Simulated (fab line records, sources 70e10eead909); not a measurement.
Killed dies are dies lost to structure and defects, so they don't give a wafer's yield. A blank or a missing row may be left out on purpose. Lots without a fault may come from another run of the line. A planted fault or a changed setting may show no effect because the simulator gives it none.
Chamber matching | flow nand_harc | NHARC_A_STAIRCASE_CMP_152 on cmp-04: 4 sister chambers
The step polishes. 8 wafers are shown with their chamber, then 9 later ones without.

WAFERS WITH THEIR CHAMBER
wafer  | chamber | motor_current_A (A) | slurry_filter_dp_kPa (kPa)
L085.6 | 3       | 11.4                | 13.50
L087.4 | 2       | 11.0                | 13.46
L087.5 | 3       | 11.9                | 13.47
L088.1 | 0       | 13.4                | 13.56
L088.6 | 0       | 13.7                | 13.58
L092.2 | 1       | 12.8                | 13.24
L092.3 | 2       | 10.6                | 13.43
L092.5 | 1       | 13.2                | 13.51

WAFERS WITHOUT THEIR CHAMBER
wafer  | motor_current_A (A) | slurry_filter_dp_kPa (kPa)
L093.1 | 13.1                | 13.24
L093.4 | 13.9                | 13.45
L093.6 | 12.6                | 13.55
L095.1 | 12.5                | 13.44
L095.3 | 13.1                | 13.42
L095.6 | 13.2                | 13.35
L094.2 | 10.6                | 13.55
L094.3 | 12.0                | 13.46
L094.5 | 13.3                | 13.49

WHICH CHAMBER EACH WENT THROUGH
wafer  | from the rows above          | in truth
L093.1 | 1                            | 1
L093.4 | can't be placed: 0 or 1      | 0
L093.6 | can't be placed: 1 or 0 or 3 | 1
L095.1 | can't be placed: 1 or 3      | 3
L095.3 | can't be placed: 1 or 0      | 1
L095.6 | can't be placed: 1 or 0      | 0
L094.2 | 2                            | 2
L094.3 | 3                            | 3
L094.5 | can't be placed: 0 or 1      | 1
Placed correctly: 3 of 9. Can't be placed from these rows: 6 (the true chamber is among the candidates in 6). Placed wrongly: 0.
How it was worked out, from the rows above alone: a wafer's distance from a chamber is the root of the sum, over the readings, of the square of ((its reading less the chamber's mean) divided by the reading's scatter). The wafer belongs to the nearest chamber; if the next one is less than 2 further off, it can't be placed. A chamber's mean is the mean of its shown wafers. The scatter: the root of (the sum of the squares of (reading less its chamber's mean) over the shown wafers, divided by (wafers less chambers)).
